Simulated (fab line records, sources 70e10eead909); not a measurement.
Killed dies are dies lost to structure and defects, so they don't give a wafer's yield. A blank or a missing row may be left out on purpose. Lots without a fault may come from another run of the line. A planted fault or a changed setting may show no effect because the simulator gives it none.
fab line records | flow nand_harc
record lots=24 wafers=72 last_day=33
route steps=1302 shown P_CONTACT@241 P_M0@264 P_M1@296
lots that met no fault: from a run of the same line without faults
start_h: hours from the record's first day to the start of the lot's first wafer shown | wait_h: hours since the lot's step before | " the same as in the row above | L1.1+2: a row that stands for several wafers | - no value, or no start given | * or withheld: withheld | < > ~ a bound
route shown NAME@n: a module of which the file shows steps, and the number in the route of the first | usual: mean/standard deviation of fault-free wafers | same: alike in all rows | chamber/n: place in a boat | sites: the reading at each site | _std_site: their standard deviation | _edge_site: outer sites' mean less inner sites' | radius_mm: how far each site lies from the wafer's centre | mask NAME#n: copy n | behind: the tool/chamber that last shaped the wafer | hold: why the lot was held/for how many hours/how that ended | device: the transistor (n, p or np) that didn't switch | end of line: the same wafers' tests at the end of the route | a step without rows: its recipe alone | killed: dies lost to structure and defects at the first sort, not the wafer's yield | map: a wafer's dies, x killed, . not, _ none there
set.NAME: the setting as run; set.NAME@STEP: as run at that earlier step | model.NAME: the simulator's own value behind a step, which no gauge read
steps of the route over a sample of lots; a table a step, a row a wafer
services: from which hour (start_h, from the record's first day; less than 0 if before it) a tool's chamber was out of use, for how many hours, and why
## steps
# step NHARC_P_CONTACT_CD_MEAS_19
# usual cd_nm=90.2/1.9
# columns lot.wafer tool chamber start_h wait_h cd_nm
L074.3 cd_sem-03 - 117.39 - 88.0
L074.5 " - " " 87.5
L074.6 " - " " 90.3
L075.1 cd_sem-03 - 128.24 - 89.3
L075.5 " - " " 91.0
L075.6 " - " " 88.0
L076.1 cd_sem-01 - 137.34 - 89.8
L076.3 " - " " 92.0
L076.6 " - " " 88.8
L077.2 cd_sem-01 - 153.35 - 92.0
L077.4 " - " " 90.6
L077.6 " - " " 91.7
L078.2 cd_sem-03 - 157.41 - 93.8
L078.4 " - " " 94.1
L078.6 " - " " 93.0
L079.1 cd_sem-01 - 164.68 - 91.2
L079.2 " - " " 90.2
L079.6 " - " " 88.0
L080.2 cd_sem-03 - 184.39 - 89.3
L080.3 " - " " 95.0
L080.5 " - " " 91.1
L081.4 cd_sem-03 - 191.07 - 88.4
L081.5 " - " " 88.2
L081.6 " - " " 88.8
L082.2 cd_sem-03 - 199.06 - 94.1
L082.4 " - " " 90.5
L082.6 " - " " 89.9
L083.1 cd_sem-02 - 216.00 - 86.3
L083.2 " - " " 87.3
L083.4 " - " " 88.3
L084.2 cd_sem-01 - 219.36 - 90.0
L084.3 " - " " 88.9
L084.6 " - " " 88.9
L085.1 cd_sem-01 - 227.22 - 88.5
L085.3 " - " " 88.8
L085.6 " - " " 92.1
L086.1 cd_sem-01 - 235.95 - 90.5
L086.5 " - " " 89.4
L086.6 " - " " 89.6
L087.1 cd_sem-01 - 243.15 - 88.7
L087.3 " - " " 91.9
L087.4 " - " " 90.7
L088.3 cd_sem-03 - 267.37 - 89.9
L088.4 " - " " 92.9
L088.6 " - " " 92.6
L089.1 cd_sem-03 - 268.18 - 94.7
L089.2 " - " " 90.2
L089.3 " - " " 90.6
L091.1 cd_sem-03 - 293.75 - 88.0
L091.2 " - " " 92.1
L091.3 " - " " 90.1
L090.1 cd_sem-03 - 294.46 - 92.5
L090.2 " - " " 91.6
L090.5 " - " " 87.2
L093.1 cd_sem-02 - 306.72 - 91.2
L093.3 " - " " 89.9
L093.5 " - " " 91.2
L092.2 cd_sem-02 - 307.48 - 91.0
L092.4 " - " " 92.0
L092.6 " - " " 92.8
L094.3 cd_sem-01 - 323.13 - 91.2
L094.4 " - " " 90.1
L094.5 " - " " 89.0
L095.2 cd_sem-02 - 334.39 - 89.0
L095.3 " - " " 86.0
L095.6 " - " " 84.1
L096.1 cd_sem-02 - 339.76 - 87.2
L096.2 " - " " 90.1
L096.4 " - " " 88.9
L097.4 cd_sem-01 - 341.00 - 91.8
L097.5 " - " " 92.9
L097.6 " - " " 92.3
# step NHARC_P_CONTACT_PVD_32
# recipe target_thk_a=50 chamber_pressure_pa=5 power_w=5000 substrate_temp_c=200 time_s=17.7 material=Ti
# usual throttle_valve_pct=29.9/0.96
# same time_s=17.7
# columns lot.wafer tool chamber start_h wait_h throttle_valve_pct
L074.3 pvd_sputter-01 - - - 30.7
L074.6 " - " " 29.8
L074.5 " - " " 29.5
L075.1 pvd_sputter-02 - - - 31.0
L075.5 " - " " 28.7
L075.6 " - " " 29.9
L076.1 pvd_sputter-01 - - - 29.5
L076.3 " - " " 29.5
L076.6 " - " " 29.4
L077.4 pvd_sputter-03 - - - 29.4
L077.2 " - " " 30.9
L077.6 " - " " 30.6
L078.4 pvd_sputter-03 - - - 31.0
L078.2 " - " " 31.3
L078.6 " - " " 31.0
L079.2 pvd_sputter-02 - - - 30.9
L079.1 " - " " 28.5
L079.6 " - " " 31.0
L080.3 pvd_sputter-02 - - - 28.5
L080.2 " - " " 30.0
L080.5 " - " " 28.7
L081.4 pvd_sputter-02 - - - 28.4
L081.6 " - " " 31.2
L081.5 " - " " 28.2
L082.4 pvd_sputter-02 - - - 28.5
L082.2 " - " " 31.1
L082.6 " - " " 30.1
L083.1 pvd_sputter-03 - - - 30.8
L083.4 " - " " 30.0
L083.2 " - " " 30.9
L084.3 pvd_sputter-02 - - - 29.8
L084.2 " - " " 28.7
L084.6 " - " " 31.1
L085.3 pvd_sputter-03 - - - 29.7
L085.1 " - " " 29.1
L085.6 " - " " 29.5
L086.1 pvd_sputter-03 - - - 29.7
L086.5 " - " " 29.0
L086.6 " - " " 29.7
L087.3 pvd_sputter-02 - - - 28.7
L087.4 " - " " 28.5
L087.1 " - " " 29.5
L088.4 pvd_sputter-02 - - - 31.0
L088.3 " - " " 28.7
L088.6 " - " " 28.3
L089.2 pvd_sputter-01 - - - 28.9
L089.1 " - " " 31.2
L089.3 " - " " 30.7
L091.3 pvd_sputter-03 - - - 30.1
L091.1 " - " " 30.8
L091.2 " - " " 31.0
L090.2 pvd_sputter-01 - - - 30.2
L090.1 " - " " 30.8
L090.5 " - " " 30.0
L093.3 pvd_sputter-01 - - - 29.3
L093.1 " - " " 30.9
L093.5 " - " " 28.9
L092.2 pvd_sputter-01 - - - 29.1
L092.4 " - " " 30.8
L092.6 " - " " 30.3
L094.3 pvd_sputter-01 - - - 31.0
L094.4 " - " " 30.8
L094.5 " - " " 30.9
L095.2 pvd_sputter-01 - - - 29.3
L095.3 " - " " 30.2
L095.6 " - " " 31.1
L096.4 pvd_sputter-02 - - - 28.6
L096.1 " - " " 31.3
L096.2 " - " " 30.5
L097.4 pvd_sputter-02 - - - 28.5
L097.6 " - " " 28.7
L097.5 " - " " 31.2
# step NHARC_P_CONTACT_INSPECT_27
# usual raw_defect_count=258/95
# columns lot.wafer tool chamber start_h wait_h raw_defect_count
L074.3 defect_inspect-01 - 119.61 0.1 169
L074.5 " - " " 120
L074.6 " - " " 159
L075.1 defect_inspect-01 - 130.49 0.1 367
L075.5 " - " " 284
L075.6 " - " " 186
L076.1 defect_inspect-01 - 139.55 0.1 188
L076.3 " - " " 148
L076.6 " - " " 150
L077.2 defect_inspect-01 - 155.59 0.1 313
L077.4 " - " " 217
L077.6 " - " " 298
L078.2 defect_inspect-02 - 159.61 0.1 212
L078.4 " - " " 179
L078.6 " - " " 210
L079.1 defect_inspect-01 - 166.89 0.1 588
L079.2 " - " " 351
L079.6 " - " " 274
L080.2 defect_inspect-02 - 187.19 0.1 232
L080.3 " - " " 300
L080.5 " - " " 213
L081.4 defect_inspect-01 - 193.30 0.1 398
L081.5 " - " " 179
L081.6 " - " " 441
L082.2 defect_inspect-01 - 201.35 0.1 150
L082.4 " - " " 169
L082.6 " - " " 272
L083.1 defect_inspect-02 - 218.25 0.1 262
L083.2 " - " " 139
L083.4 " - " " 186
L084.2 defect_inspect-01 - 221.58 0.1 305
L084.3 " - " " 267
L084.6 " - " " 225
L085.1 defect_inspect-01 - 229.43 0.1 222
L085.3 " - " " 290
L085.6 " - " " 362
L086.1 defect_inspect-02 - 238.17 0.1 202
L086.5 " - " " 435
L086.6 " - " " 204
L087.1 defect_inspect-01 - 245.37 0.1 421
L087.3 " - " " 191
L087.4 " - " " 218
L088.3 defect_inspect-02 - 269.60 0.1 140
L088.4 " - " " 181
L088.6 " - " " 125
L089.1 defect_inspect-02 - 270.40 0.1 358
L089.2 " - " " 377
L089.3 " - " " 443
L091.1 defect_inspect-01 - 295.97 0.1 459
L091.2 " - " " 265
L091.3 " - " " 288
L090.1 defect_inspect-01 - 296.67 0.1 319
L090.2 " - " " 157
L090.5 " - " " 269
L093.1 defect_inspect-01 - 308.92 0.1 292
L093.3 " - " " 178
L093.5 " - " " 220
L092.2 defect_inspect-02 - 309.69 0.1 131
L092.4 " - " " 154
L092.6 " - " " 257
L094.3 defect_inspect-02 - 325.33 0.1 216
L094.4 " - " " 286
L094.5 " - " " 175
L095.2 defect_inspect-01 - 337.15 0.1 161
L095.3 " - " " 145
L095.6 " - " " 175
L096.1 defect_inspect-01 - 341.99 0.1 243
L096.2 " - " " 172
L096.4 " - " " 181
L097.4 defect_inspect-01 - 343.21 0.1 194
L097.5 " - " " 233
L097.6 " - " " 212
# step NHARC_P_M0_OVL_MEAS_10
# recipe pitch_nm=180
# usual overlay_x_nm=0.2/0.78 overlay_y_nm=0.2/0.78
# columns lot.wafer tool chamber start_h wait_h overlay_x_nm overlay_y_nm
L074.3 overlay-02 - 120.60 - -0.2 0.0
L074.5 " - " " -0.3 0.1
L074.6 " - " " -0.4 0.0
L075.1 overlay-02 - 131.60 - 0.2 -1.4
L075.5 " - " " 0.1 -1.2
L075.6 " - " " 0.2 -0.8
L076.1 overlay-01 - 140.54 - 1.4 0.7
L076.3 " - " " 1.4 0.5
L076.6 " - " " 2.0 0.4
L077.2 overlay-02 - 156.58 - 0.1 -0.2
L077.4 " - " " -0.2 0.7
L077.6 " - " " -0.6 -0.1
L078.2 overlay-02 - 160.59 - 0.6 0.2
L078.4 " - " " 0.5 -0.5
L078.6 " - " " 0.2 -0.2
L079.1 overlay-01 - 167.89 - 0.5 0.7
L079.2 " - " " 0.8 1.0
L079.6 " - " " 0.9 1.0
L080.2 overlay-02 - 188.18 - 1.0 0.4
L080.3 " - " " 0.9 0.4
L080.5 " - " " 1.0 0.5
L081.4 overlay-02 - 194.17 - 0.9 1.6
L081.5 " - " " 0.8 1.7
L081.6 " - " " 0.8 2.0
L082.2 overlay-02 - 202.34 - -0.6 -0.9
L082.4 " - " " -0.5 -0.3
L082.6 " - " " -0.6 -0.7
L083.1 overlay-01 - 219.24 - -0.4 0.5
L083.2 " - " " -0.5 0.3
L083.4 " - " " -1.1 0.6
L084.2 overlay-01 - 222.44 - -0.1 -0.5
L084.3 " - " " 0.0 -0.2
L084.6 " - " " 0.1 0.0
L085.1 overlay-01 - 230.66 - -0.1 -0.3
L085.3 " - " " 0.0 0.1
L085.6 " - " " -0.1 -0.4
L086.1 overlay-01 - 239.15 - 0.5 0.3
L086.5 " - " " 0.5 0.3
L086.6 " - " " 0.3 -0.4
L087.1 overlay-01 - 246.36 - 0.9 1.4
L087.3 " - " " 0.6 1.4
L087.4 " - " " 0.8 1.3
L088.3 overlay-02 - 270.62 - -1.8 0.0
L088.4 " - " " -2.0 0.7
L088.6 " - " " -1.7 0.7
L089.1 overlay-02 - 271.39 - 0.3 1.4
L089.2 " - " " -0.1 1.6
L089.3 " - " " 0.3 1.3
L091.1 overlay-02 - 296.96 - 0.3 0.2
L091.2 " - " " 0.5 -0.4
L091.3 " - " " 0.2 -0.5
L090.1 overlay-01 - 297.66 - 0.4 -1.0
L090.2 " - " " 0.0 -1.0
L090.5 " - " " -0.1 -0.5
L093.1 overlay-01 - 309.79 - 1.5 0.8
L093.3 " - " " 1.6 0.3
L093.5 " - " " 1.2 1.5
L092.2 overlay-02 - 310.67 - 0.2 -0.2
L092.4 " - " " 0.5 -0.7
L092.6 " - " " 1.0 -0.8
L094.3 overlay-01 - 326.32 - 0.5 0.3
L094.4 " - " " 1.1 0.6
L094.5 " - " " 0.7 0.7
L095.2 overlay-01 - 338.14 - 0.0 0.0
L095.3 " - " " 1.0 0.4
L095.6 " - " " 0.1 1.0
L096.1 overlay-02 - 342.98 - -0.6 0.0
L096.2 " - " " -0.3 0.2
L096.4 " - " " 0.2 -0.4
L097.4 overlay-02 - 344.20 - -1.6 -0.2
L097.5 " - " " -1.1 -1.3
L097.6 " - " " -1.2 -1.2
# step NHARC_P_M0_PVD_20
# recipe target_thk_a=50 bias_v=168.6 power_w=15000 chamber_pressure_pa=0.12 time_s=8.06 substrate_temp_c=50 material=TaN
# usual throttle_valve_pct=30.0/0.85
# same time_s=8.06
# columns lot.wafer tool chamber start_h wait_h throttle_valve_pct
L074.3 pvd_sputter-03 - - - 30.3
L074.5 " - " " 30.3
L074.6 " - " " 31.1
L075.1 pvd_sputter-02 - - - 28.2
L075.5 " - " " 30.0
L075.6 " - " " 28.9
L076.3 pvd_sputter-02 - - - 28.4
L076.1 " - " " 29.8
L076.6 " - " " 29.0
L077.4 pvd_sputter-01 - - - 30.6
L077.2 " - " " 29.7
L077.6 " - " " 29.8
L078.4 pvd_sputter-01 - - - 30.6
L078.2 " - " " 30.2
L078.6 " - " " 29.8
L079.1 pvd_sputter-01 - - - 29.7
L079.2 " - " " 30.4
L079.6 " - " " 29.5
L080.2 pvd_sputter-01 - - - 29.2
L080.3 " - " " 30.3
L080.5 " - " " 30.5
L081.4 pvd_sputter-03 - - - 30.9
L081.5 " - " " 31.1
L081.6 " - " " 28.9
L082.4 pvd_sputter-02 - - - 31.0
L082.2 " - " " 28.2
L082.6 " - " " 30.1
L083.4 pvd_sputter-03 - - - 29.8
L083.2 " - " " 30.7
L083.1 " - " " 31.1
L084.3 pvd_sputter-02 - - - 30.8
L084.2 " - " " 29.8
L084.6 " - " " 30.9
L085.3 pvd_sputter-03 - - - 29.7
L085.1 " - " " 30.9
L085.6 " - " " 30.6
L086.1 pvd_sputter-02 - - - 28.9
L086.6 " - " " 28.6
L086.5 " - " " 31.2
L087.1 pvd_sputter-01 - - - 31.0
L087.3 " - " " 30.7
L087.4 " - " " 28.9
L088.4 pvd_sputter-03 - - - 29.7
L088.3 " - " " 30.8
L088.6 " - " " 29.2
L089.2 pvd_sputter-01 - - - 31.0
L089.3 " - " " 30.7
L089.1 " - " " 29.1
L091.2 pvd_sputter-01 - - - 29.0
L091.3 " - " " 31.1
L091.1 " - " " 29.9
L090.1 pvd_sputter-01 - - - 29.0
L090.2 " - " " 30.0
L090.5 " - " " 29.2
L093.3 pvd_sputter-02 - - - 28.9
L093.1 " - " " 31.2
L093.5 " - " " 30.5
L092.2 pvd_sputter-03 - - - 29.4
L092.4 " - " " 30.0
L092.6 " - " " 31.1
L094.3 pvd_sputter-01 - - - 30.7
L094.4 " - " " 29.1
L094.5 " - " " 30.7
L095.2 pvd_sputter-01 - - - 30.1
L095.3 " - " " 29.0
L095.6 " - " " 29.9
L096.2 pvd_sputter-03 - - - 29.1
L096.4 " - " " 29.9
L096.1 " - " " 30.8
L097.4 pvd_sputter-01 - - - 29.9
L097.6 " - " " 30.8
L097.5 " - " " 29.2
# step NHARC_P_M1_OVL_MEAS_10
# recipe pitch_nm=260
# usual overlay_x_nm=0.1/0.72 overlay_y_nm=0.1/0.65
# columns lot.wafer tool chamber start_h wait_h overlay_x_nm overlay_y_nm
L074.3 overlay-02 - 124.72 - 0.5 -0.3
L074.5 " - " " 0.0 -0.3
L074.6 " - " " 0.1 -0.3
L075.1 overlay-02 - 135.69 - 1.3 2.0
L075.5 " - " " 1.2 1.4
L075.6 " - " " 1.5 2.0
L076.1 overlay-02 - 144.61 - -0.4 0.6
L076.3 " - " " -0.7 0.1
L076.6 " - " " -0.1 0.5
L077.2 overlay-01 - 160.64 - -1.3 -0.1
L077.4 " - " " -0.2 0.5
L077.6 " - " " -0.8 -0.3
L078.2 overlay-02 - 164.62 - 0.8 0.4
L078.4 " - " " 0.7 -0.3
L078.6 " - " " 0.4 0.0
L079.1 overlay-01 - 172.06 - -0.7 -1.1
L079.2 " - " " -0.8 -1.1
L079.6 " - " " -0.9 -1.3
L080.2 overlay-01 - 192.21 - 0.2 0.2
L080.3 " - " " 0.5 0.2
L080.5 " - " " 0.2 0.0
L081.4 overlay-01 - 198.16 - -0.6 0.0
L081.5 " - " " -0.2 0.2
L081.6 " - " " -1.1 0.2
L082.2 overlay-02 - 206.56 - -0.6 0.1
L082.4 " - " " -0.7 0.5
L082.6 " - " " -0.8 0.7
L083.1 overlay-02 - 223.25 - 0.2 -0.1
L083.2 " - " " -0.1 0.3
L083.4 " - " " 0.1 -0.6
L084.2 overlay-02 - 226.37 - -0.8 -0.9
L084.3 " - " " -0.2 -0.6
L084.6 " - " " -0.7 -0.6
L085.1 overlay-02 - 235.47 - 1.0 -0.5
L085.3 " - " " 1.1 -0.7
L085.6 " - " " 0.4 -0.5
L086.1 overlay-01 - 243.08 - 0.3 0.5
L086.5 " - " " 1.0 0.6
L086.6 " - " " 0.3 0.8
L087.1 overlay-02 - 250.42 - -0.6 0.3
L087.3 " - " " -0.1 -0.3
L087.4 " - " " 0.3 0.0
L088.3 overlay-01 - 275.65 - -0.6 0.3
L088.4 " - " " -1.1 0.4
L088.6 " - " " -1.2 -0.9
L089.1 overlay-01 - 276.08 - 0.3 -0.4
L089.2 " - " " 0.7 -0.1
L089.3 " - " " 0.1 -0.4
L091.1 overlay-02 - 301.03 - 0.2 0.2
L091.2 " - " " -0.3 -0.1
L091.3 " - " " 0.9 0.2
L090.1 overlay-02 - 302.01 - -0.1 0.3
L090.2 " - " " -0.2 -0.6
L090.5 " - " " 0.0 0.0
L093.1 overlay-01 - 313.82 - 1.1 -0.1
L093.3 " - " " 1.3 0.2
L093.5 " - " " 0.9 0.3
L092.2 overlay-01 - 314.73 - -0.2 0.2
L092.4 " - " " 0.4 0.7
L092.6 " - " " 0.6 0.5
L094.3 overlay-02 - 330.37 - -0.1 0.3
L094.4 " - " " -0.6 0.3
L094.5 " - " " 0.5 0.5
L095.2 overlay-02 - 342.51 - -0.9 1.7
L095.3 " - " " -1.2 1.3
L095.6 " - " " -0.9 1.1
L096.1 overlay-01 - 347.13 - 1.1 0.2
L096.2 " - " " 0.7 1.3
L096.4 " - " " 0.9 0.9
L097.4 overlay-01 - 348.36 - 1.3 0.1
L097.5 " - " " 1.1 0.3
L097.6 " - " " 1.0 0.1
## services
# columns tool chamber start_h hours kind
pvd_sputter-02 - 104.00 10.0 pm
pvd_sputter-02 - 150.67 3.3 repair
pvd_sputter-01 - 163.90 2.9 repair
pvd_sputter-02 - 167.45 1.8 repair
pvd_sputter-03 - 170.00 10.0 pm
pvd_sputter-01 - 201.00 6.2 repair
pvd_sputter-01 - 225.78 6.6 repair
pvd_sputter-01 - 255.64 2.1 repair
pvd_sputter-02 - 282.04 10.0 pm
pvd_sputter-02 - 294.27 8.7 repair
pvd_sputter-03 - 336.67 5.7 repair
## key
fault none
